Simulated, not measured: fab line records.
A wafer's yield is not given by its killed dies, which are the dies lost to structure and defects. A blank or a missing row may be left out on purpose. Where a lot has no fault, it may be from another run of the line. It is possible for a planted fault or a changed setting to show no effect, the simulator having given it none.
Split-lot experiment / flow n5_finfet / 21 wafers read from 7 lots, route of 1938 steps

THE SPLIT
At N5_FIN_SAQP_PECVD_48 (deposits SiNx from SiH4/NH3/N2, target thk 25 nm, time 22.1 s), the setting time_s was moved away from the recipe's 22.1 s on 7 of the 21 wafers read, by -14.2% to +12.0%. For the rest of the wafers, this setting stayed at what the recipe calls for.

FROM THE SPLIT TO THE READING: what the file shows between them, 9 steps
- N5_FIN_SAQP_HM_DEP_72: deposits SiO2 from SiH4/N2O, target thk 12 nm, time 7.2 s (also split here: time_s)
- N5_FIN_SAQP_COAT_49: time 60 s, resist thk 100 nm
- N5_FIN_SAQP_COAT_50: time 60 s, resist thk 35 nm
- N5_FIN_SAQP_ETCH_52: etches SOC in N2/H2, target depth 100 nm, overetch 20 nm, time 150 s
- N5_FIN_SAQP_STRIP_53: strips in N2/H2
- N5_FIN_SAQP_HM_OPEN_73: chemistry CHF3/O2, target SiO2, stops on a-Si, target depth 12 nm, time 16.8 s
- N5_FIN_SAQP_STRIP_74: strips in CHF3/O2
- N5_FIN_SAQP_MANDREL_ETCH_22: etches a-Si in HBr/Cl2, stops on SiNx, target depth 60 nm, bt time 10 s, time 30 s
- N5_FIN_SAQP_MANDREL1_REMOVE_56: chemistry HBr/Cl2/O2, target a-Si, stops on SiNx, bt time 10 s

THE READING
etch.depth_nm (the simulator's own value, which no gauge read), in nm, at N5_FIN_SAQP_ETCH_57 (etches SiNx in CH3F/O2, target depth 32.5 nm, time 46.4 s). There is no usual value for it anywhere in the file. The 14 wafers here that ran the recipe average 24.79 nm, standard deviation 0.29 nm.

wafer=L076.1; tool, chamber at the split=pecvd-04, 1; time_s as run, s=22.1; against the recipe=recipe; etch.depth_nm, nm=24.33; against lot-mates on the recipe=-
wafer=L076.3; tool, chamber at the split=pecvd-04, 0; time_s as run, s=22.1; against the recipe=recipe; etch.depth_nm, nm=24.65; against lot-mates on the recipe=-
wafer=L076.5; tool, chamber at the split=pecvd-04, 0; time_s as run, s=22.1; against the recipe=recipe; etch.depth_nm, nm=24.26; against lot-mates on the recipe=-
wafer=L078.4; tool, chamber at the split=pecvd-02, 2; time_s as run, s=22.1; against the recipe=recipe; etch.depth_nm, nm=25.12; against lot-mates on the recipe=-
wafer=L078.5; tool, chamber at the split=pecvd-02, 1; time_s as run, s=22.1; against the recipe=recipe; etch.depth_nm, nm=24.85; against lot-mates on the recipe=-
wafer=L078.6; tool, chamber at the split=pecvd-02, 0; time_s as run, s=22.1; against the recipe=recipe; etch.depth_nm, nm=25.04; against lot-mates on the recipe=-
wafer=L080.2; tool, chamber at the split=pecvd-03, 2; time_s as run, s=24.75; against the recipe=+12.0%; etch.depth_nm, nm=27.71; against lot-mates on the recipe=+3.00
wafer=L080.4; tool, chamber at the split=pecvd-03, 1; time_s as run, s=24.75; against the recipe=+12.0%; etch.depth_nm, nm=28.05; against lot-mates on the recipe=+3.34
wafer=L080.6; tool, chamber at the split=pecvd-03, 0; time_s as run, s=22.1; against the recipe=recipe; etch.depth_nm, nm=24.71; against lot-mates on the recipe=-
wafer=L081.4; tool, chamber at the split=pecvd-03, 1; time_s as run, s=18.97; against the recipe=-14.2%; etch.depth_nm, nm=21.66; against lot-mates on the recipe=-3.78
wafer=L081.5; tool, chamber at the split=pecvd-03, 2; time_s as run, s=22.1; against the recipe=recipe; etch.depth_nm, nm=25.44; against lot-mates on the recipe=-
wafer=L081.6; tool, chamber at the split=pecvd-03, 0; time_s as run, s=18.97; against the recipe=-14.2%; etch.depth_nm, nm=21.68; against lot-mates on the recipe=-3.76
wafer=L084.1; tool, chamber at the split=pecvd-04, 1; time_s as run, s=22.1; against the recipe=recipe; etch.depth_nm, nm=24.72; against lot-mates on the recipe=-
wafer=L084.4; tool, chamber at the split=pecvd-04, 0; time_s as run, s=22.1; against the recipe=recipe; etch.depth_nm, nm=24.71; against lot-mates on the recipe=-
wafer=L084.6; tool, chamber at the split=pecvd-04, 0; time_s as run, s=23.15; against the recipe=+4.8%; etch.depth_nm, nm=25.88; against lot-mates on the recipe=+1.16
wafer=L086.2; tool, chamber at the split=pecvd-02, 2; time_s as run, s=19.37; against the recipe=-12.4%; etch.depth_nm, nm=21.63; against lot-mates on the recipe=-3.21
wafer=L086.5; tool, chamber at the split=pecvd-02, 1; time_s as run, s=19.37; against the recipe=-12.4%; etch.depth_nm, nm=21.8; against lot-mates on the recipe=-3.04
wafer=L086.6; tool, chamber at the split=pecvd-02, 2; time_s as run, s=22.1; against the recipe=recipe; etch.depth_nm, nm=24.84; against lot-mates on the recipe=-
wafer=L092.2; tool, chamber at the split=pecvd-04, 0; time_s as run, s=22.1; against the recipe=recipe; etch.depth_nm, nm=24.67; against lot-mates on the recipe=-
wafer=L092.3; tool, chamber at the split=pecvd-04, 1; time_s as run, s=22.1; against the recipe=recipe; etch.depth_nm, nm=24.75; against lot-mates on the recipe=-
wafer=L092.4; tool, chamber at the split=pecvd-04, 0; time_s as run, s=22.1; against the recipe=recipe; etch.depth_nm, nm=25.04; against lot-mates on the recipe=-

THE FIT
A straight line over all 21 wafers: etch.depth_nm changes by +0.241 nm for each +1% of time_s; r = +0.99; the points scatter about the line by 0.28 nm.
The same after taking each lot's own level away (the mean of its wafers on the recipe; 21 wafers): +0.261 nm for each +1%; r = +1.00; scatter 0.13 nm.
On that fit, the largest move of time_s shifts the reading by 3.7 nm.
Measured against the standard deviation above, the lots' own levels, which go from 24.413 to 25.440 nm, span 3.5 times it.
The two slopes are in agreement: the lot-to-lot level therefore moves the slope only a little.
Check: -3.67 nm against its lot-mates is what the line predicts for one of the wafers moved furthest among these (-14.2%) when that wafer is left out of the fit. It came out at -3.78 nm against them.

THESE WAFERS: OTHER SPLITS
These wafers also went through other splits before the reading. Each is held against what the fit with the lots' levels taken away leaves over:
other split on the same wafers=N5_ZERO_LAYER_PECVD_02 time_s; wafers away from the commonest value=10; r with etch.depth_nm (lot level and that fit taken away)=-0.08
other split on the same wafers=N5_ZERO_LAYER_ETCH_18 icp_w; wafers away from the commonest value=7; r with etch.depth_nm (lot level and that fit taken away)=-0.17
other split on the same wafers=N5_WELL_APT_EXPOSE_22 dose_mj; wafers away from the commonest value=4; r with etch.depth_nm (lot level and that fit taken away)=-0.22
other split on the same wafers=N5_WELL_APT_PEB_23 peb_temp_c; wafers away from the commonest value=7; r with etch.depth_nm (lot level and that fit taken away)=+0.05
other split on the same wafers=N5_FIN_SAQP_HM_DEP_72 time_s; wafers away from the commonest value=5; r with etch.depth_nm (lot level and that fit taken away)=-0.35

THE WHOLE CHAIN: every reading that the file lists as answering this split, in the file's order
step=N5_FIN_SAQP_PECVD_48; what it does=deposits SiNx from SiH4/NH3/N2, target thk 25 nm, time 22.1 s; reading=SiNx_of_FIN_SAQP_PECVD_48.thk_nm (the simulator's own value, which no gauge read); change (the file's fit)=+0.258 nm for each +1% of the setting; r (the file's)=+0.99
step=N5_FIN_SAQP_ETCH_57; what it does=etches SiNx in CH3F/O2, target depth 32.5 nm, time 46.4 s; reading=etch_rf_on_time_s; change (the file's fit)=withheld for each +1% of the setting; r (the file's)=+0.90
step=N5_FIN_SAQP_ETCH_57; what it does=etches SiNx in CH3F/O2, target depth 32.5 nm, time 46.4 s; reading=etch.depth_nm (the simulator's own value, which no gauge read); change (the file's fit)=+0.261 nm for each +1% of the setting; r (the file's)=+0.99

FILE'S OWN FIT
etch.depth_nm changes by +0.261 nm for each +1% of time_s, r = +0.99.
